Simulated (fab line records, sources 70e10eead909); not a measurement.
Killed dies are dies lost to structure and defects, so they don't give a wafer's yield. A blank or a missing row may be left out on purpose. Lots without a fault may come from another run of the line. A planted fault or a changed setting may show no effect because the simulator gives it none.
Which tool did it? | flow nand_harc | 24 lots, 72 wafers sampled, at 4 steps of a route of 1302

WHAT THE GAUGES READ, wafer by wafer
NHARC_P_M1_INSPECT_11. Usual: raw_defect_count 4.3, standard deviation 2.5.
lot  | measured     | on                | raw_defect_count | flag
L074 | day 6 08:14  | defect_inspect-02 | 5 6 6            |
L075 | day 6 19:12  | defect_inspect-01 | 1 5 5            |
L076 | day 6 21:49  | defect_inspect-02 | 2 0 4            |
L077 | day 7 20:06  | defect_inspect-02 | 4 2 3            |
L078 | day 7 21:22  | defect_inspect-01 | 8 8 4            |
L079 | day 8 08:43  | defect_inspect-02 | 6 5 7            |
L080 | day 8 14:04  | defect_inspect-01 | 3 5 11           |
L081 | day 9 06:11  | defect_inspect-02 | 6 7 10           |
L082 | day 9 13:01  | defect_inspect-01 | 2 2 3            |
L083 | day 10 06:46 | defect_inspect-01 | 1 0 5            |
L084 | day 10 05:55 | defect_inspect-01 | 3 2 5            |
L085 | day 10 17:58 | defect_inspect-01 | 5 9 9            |
L086 | day 11 03:59 | defect_inspect-02 | 4 4 3            |
L087 | day 12 08:15 | defect_inspect-02 | 1 8 2            |
L088 | day 12 08:37 | defect_inspect-02 | 6 4 2            |
L089 | day 12 10:18 | defect_inspect-02 | 6 3 6            |
L090 | day 12 20:53 | defect_inspect-01 | 2 2 0            |
L091 | day 13 09:17 | defect_inspect-02 | 1 1 1            |
L092 | day 13 14:19 | defect_inspect-02 | 6 5 5            |
L093 | day 14 01:05 | defect_inspect-01 | 0 1 4            |
L094 | day 14 06:06 | defect_inspect-02 | 3 1 0            |
L095 | day 15 00:40 | defect_inspect-02 | 7 6 12           |
L096 | day 15 08:26 | defect_inspect-02 | 4 3 2            |
L097 | day 15 17:37 | defect_inspect-01 | 7 4 7            |

WHICH TOOL RAN EACH LOT (tool, then ch and the chambers of the sampled wafers, then the start)
lot  | NHARC_P_STI_ETCH_15              | NHARC_P_STI_CMP_21            | NHARC_P_CONTACT_PVD_32
L074 | rie_si-01 ch 0,2, day 2 20:07    | cmp-04 ch 0,2,3, day 3 18:12  | pvd_sputter-03, day 6 08:14 or earlier
L075 | rie_si-06 ch 0,1,3, day 3 07:02  | cmp-04 ch 0,1,2, day 4 01:25  | pvd_sputter-01, day 6 19:12 or earlier
L076 | rie_si-06 ch 2,3, day 3 15:08    | cmp-01 ch 0,1,3, day 4 09:39  | pvd_sputter-03, day 6 21:49 or earlier
L077 | rie_si-04 ch 0,2,3, day 4 03:38  | cmp-02 ch 0,2,3, day 5 00:17  | pvd_sputter-03, day 7 20:06 or earlier
L078 | rie_si-06 ch 0,1,2, day 4 12:50  | cmp-02 ch 0,2, day 5 07:36    | pvd_sputter-02, day 7 21:22 or earlier
L079 | rie_si-04 ch 0,3, day 4 22:59    | cmp-02 ch 0,2,3, day 5 16:23  | pvd_sputter-01, day 8 08:43 or earlier
L080 | rie_si-06 ch 0,2,3, day 5 09:04  | cmp-01 ch 0,3, day 6 03:22    | pvd_sputter-01, day 8 14:04 or earlier
L081 | rie_si-04 ch 0,1,2, day 5 20:53  | cmp-02 ch 0,3, day 6 16:04    | pvd_sputter-03, day 9 06:11 or earlier
L082 | rie_si-04 ch 0,3, day 6 03:49    | cmp-04 ch 0,1,2, day 6 23:37  | pvd_sputter-01, day 9 13:01 or earlier
L083 | rie_si-06 ch 0,2,3, day 6 17:15  | cmp-01 ch 0,1,2, day 7 16:14  | pvd_sputter-02, day 10 06:46 or earlier
L084 | rie_si-06 ch 0,1,3, day 6 23:59  | cmp-04 ch 0,2, day 7 20:35    | pvd_sputter-01, day 10 05:55 or earlier
L085 | rie_si-06 ch 0,2, day 7 10:52    | cmp-02 ch 0,1,2, day 8 04:07  | pvd_sputter-03, day 10 17:58 or earlier
L086 | rie_si-06 ch 1,2, day 7 19:29    | cmp-04 ch 0,1,3, day 8 14:40  | pvd_sputter-02, day 11 03:59 or earlier
L087 | rie_si-06 ch 0,1,3, day 8 07:19  | cmp-04 ch 1,2,3, day 9 16:11  | pvd_sputter-01, day 12 08:15 or earlier
L088 | rie_si-01 ch 0,1,3, day 8 15:26  | cmp-02 ch 0,2,3, day 9 16:09  | pvd_sputter-03, day 12 08:37 or earlier
L089 | rie_si-04 ch 0,1,2, day 9 01:38  | cmp-01 ch 0,2,3, day 9 16:09  | pvd_sputter-01, day 12 10:18 or earlier
L090 | rie_si-01 ch 0,3, day 9 10:48    | cmp-04 ch 0,1, day 10 03:42   | pvd_sputter-03, day 12 20:53 or earlier
L091 | rie_si-04 ch 0,3, day 10 00:44   | cmp-02 ch 0,2,3, day 10 17:47 | pvd_sputter-03, day 13 09:17 or earlier
L092 | rie_si-01 ch 0,2, day 10 07:12   | cmp-02 ch 0,1, day 11 01:34   | pvd_sputter-01, day 13 14:19 or earlier
L093 | rie_si-06 ch 0,1,3, day 10 17:38 | cmp-01 ch 0,1,2, day 11 13:32 | pvd_sputter-01, day 14 01:05 or earlier
L094 | rie_si-04 ch 2,3, day 11 03:01   | cmp-04 ch 0,2,3, day 11 20:02 | pvd_sputter-03, day 14 06:06 or earlier
L095 | rie_si-04 ch 0,2,3, day 11 15:01 | cmp-02 ch 0,2,3, day 12 10:35 | pvd_sputter-03, day 15 00:40 or earlier
L096 | rie_si-04 ch 0,2, day 11 23:17   | cmp-02 ch 2,3, day 12 17:43   | pvd_sputter-02, day 15 08:26 or earlier
L097 | rie_si-06 ch 0,3, day 12 09:34   | cmp-02 ch 0,1,3, day 13 05:02 | pvd_sputter-01, day 15 17:37 or earlier
- NHARC_P_STI_ETCH_15: etches the open film in HBr/Cl2, target depth 300 nm, time 100.1 s.
- NHARC_P_STI_CMP_21: polishes, t overpolish 20 s, target thk 380.67 nm.
- NHARC_P_CONTACT_PVD_32: deposits Ti, target thk 5 nm, time 17.7 s.

WHAT THE TOOLS THEMSELVES READ (means of the sampled wafers that have a number; where no wafer has one, the mark that the record gives instead)
NHARC_P_STI_ETCH_15. Usual: drypump_motor_current_A 5.5 A, standard deviation 0.37; mfc_cl2_sccm 50.01 sccm, standard deviation 0.16; oes_product_au 0.998 a.u., standard deviation 0.012; throttle_valve_pct 26.405 %, standard deviation 0.0098.
lot  | tool      | drypump_motor_current_A (A) | mfc_cl2_sccm (sccm) | oes_product_au (a.u.) | throttle_valve_pct (%) | flag
L074 | rie_si-01 | 5.9                         | 49.89               | 1.008                 | 26.402                 |
L075 | rie_si-06 | 5.3                         | 49.97               | 0.985                 | 26.412                 |
L076 | rie_si-06 | 6.0                         | 49.80               | 0.992                 | 26.401                 |
L077 | rie_si-04 | 5.3                         | 50.12               | 0.990                 | 26.408                 |
L078 | rie_si-06 | 5.4                         | 49.92               | 0.996                 | 26.409                 |
L079 | rie_si-04 | 5.5                         | 50.01               | 0.998                 | 26.394                 |
L080 | rie_si-06 | 5.7                         | 50.09               | 1.001                 | 26.409                 |
L081 | rie_si-04 | 5.4                         | 50.06               | 1.003                 | 26.403                 |
L082 | rie_si-04 | 5.4                         | 49.96               | 1.002                 | 26.400                 |
L083 | rie_si-06 | 5.7                         | 50.04               | 0.998                 | 26.398                 |
L084 | rie_si-06 | 5.3                         | 49.92               | 1.007                 | 26.409                 |
L085 | rie_si-06 | 5.5                         | 50.10               | 0.998                 | 26.409                 |
L086 | rie_si-06 | 5.3                         | 50.16               | 0.983                 | 26.408                 |
L087 | rie_si-06 | 5.3                         | 49.93               | 0.992                 | 26.410                 |
L088 | rie_si-01 | 5.7                         | 50.00               | 1.013                 | 26.403                 |
L089 | rie_si-04 | 5.4                         | 49.88               | 1.001                 | 26.394                 |
L090 | rie_si-01 | 5.7                         | 49.94               | 0.998                 | 26.408                 |
L091 | rie_si-04 | 5.5                         | 50.05               | 0.997                 | 26.404                 |
L092 | rie_si-01 | 5.9                         | 49.98               | 1.002                 | 26.410                 |
L093 | rie_si-06 | 5.3                         | 50.09               | 0.995                 | 26.414                 |
L094 | rie_si-04 | 5.1                         | 50.08               | 1.001                 | 26.413                 |
L095 | rie_si-04 | 5.3                         | 50.11               | 1.007                 | 26.406                 |
L096 | rie_si-04 | 5.5                         | 49.82               | 1.008                 | 26.402                 |
L097 | rie_si-06 | 5.4                         | 49.94               | 1.003                 | 26.402                 |

NHARC_P_STI_CMP_21. Usual: motor_current_A 11.9 A, standard deviation 1.1; overpolish_run_s 20.000 s, standard deviation 0.0099; slurry_filter_dp_kPa 13.52 kPa, standard deviation 0.12; slurry_flow_ml_min 150.0, standard deviation 0.51.
lot  | tool   | motor_current_A (A) | overpolish_run_s (s) | slurry_filter_dp_kPa (kPa) | slurry_flow_ml_min | flag
L074 | cmp-04 | 12.1                | 20.005               | 13.53                      | 150.0              |
L075 | cmp-04 | 10.6                | 20.005               | 13.51                      | 150.4              |
L076 | cmp-01 | 12.0                | 20.008               | 13.60                      | 150.3              |
L077 | cmp-02 | 12.3                | 20.002               | 13.60                      | 150.1              |
L078 | cmp-02 | 12.5                | 19.998               | 13.49                      | 149.2              |
L079 | cmp-02 | 12.1                | 20.006               | 13.51                      | 149.8              |
L080 | cmp-01 | 11.8                | 20.001               | 13.57                      | 149.9              |
L081 | cmp-02 | 13.0                | 19.996               | 13.56                      | 149.5              |
L082 | cmp-04 | 10.8                | 20.009               | 13.55                      | 150.0              |
L083 | cmp-01 | 12.0                | 20.009               | 13.54                      | 150.2              |
L084 | cmp-04 | 10.3                | 20.002               | 13.54                      | 150.4              |
L085 | cmp-02 | 12.6                | 20.004               | 13.52                      | 149.8              |
L086 | cmp-04 | 12.1                | 20.009               | 13.51                      | 150.2              |
L087 | cmp-04 | 11.5                | 19.999               | 13.49                      | 150.5              |
L088 | cmp-02 | 12.1                | 19.990               | 13.52                      | 150.3              |
L089 | cmp-01 | 11.6                | 19.998               | 13.50                      | 149.5              |
L090 | cmp-04 | 11.4                | 20.002               | 13.60                      | 149.4              |
L091 | cmp-02 | 12.4                | 19.997               | 13.55                      | 150.1              |
L092 | cmp-02 | 12.7                | 19.998               | 13.59                      | 150.0              |
L093 | cmp-01 | 11.7                | 19.996               | 13.39                      | 150.0              |
L094 | cmp-04 | 11.5                | 19.994               | 13.49                      | 149.8              |
L095 | cmp-02 | 11.9                | 19.997               | 13.56                      | 150.0              |
L096 | cmp-02 | 11.5                | 19.992               | 13.52                      | 150.5              |
L097 | cmp-02 | 12.7                | 20.004               | 13.62                      | 150.2              |

NHARC_P_CONTACT_PVD_32. Usual: throttle_valve_pct 29.5 %, standard deviation 1.1.
lot  | tool           | throttle_valve_pct (%) | flag
L074 | pvd_sputter-03 | 29.2                   |
L075 | pvd_sputter-01 | 29.5                   |
L076 | pvd_sputter-03 | 30.1                   |
L077 | pvd_sputter-03 | 30.1                   |
L078 | pvd_sputter-02 | 29.7                   |
L079 | pvd_sputter-01 | 29.5                   |
L080 | pvd_sputter-01 | 30.1                   |
L081 | pvd_sputter-03 | 30.4                   |
L082 | pvd_sputter-01 | 30.0                   |
L083 | pvd_sputter-02 | 29.7                   |
L084 | pvd_sputter-01 | 29.0                   |
L085 | pvd_sputter-03 | 29.0                   |
L086 | pvd_sputter-02 | 29.8                   |
L087 | pvd_sputter-01 | 29.5                   |
L088 | pvd_sputter-03 | 28.7                   |
L089 | pvd_sputter-01 | 29.1                   |
L090 | pvd_sputter-03 | 29.5                   |
L091 | pvd_sputter-03 | 28.9                   |
L092 | pvd_sputter-01 | 29.1                   |
L093 | pvd_sputter-01 | 29.3                   |
L094 | pvd_sputter-03 | 29.7                   |
L095 | pvd_sputter-03 | 29.6                   |
L096 | pvd_sputter-02 | 29.7                   |
L097 | pvd_sputter-01 | 28.9                   |

THE ANSWER, worked out from the rows above alone
Rule: a lot is off if the mean of its wafers that have a number lies more than 3 standard deviations from the usual mean. A lot without any number at a reading at which 4 lots or more have one is off too. The other lots that the step has rows for count as sound. The gauges are gone through in route order, then the tools' own readings, and for those a lot's mean is taken as printed above. The first step at which some lot is off is used, and at that step the reading that is off furthest; a lot without a number counts as furthest.
No lot is off at any reading shown: from this, nothing can be told.

WHAT THE SIMULATOR HAD PUT IN
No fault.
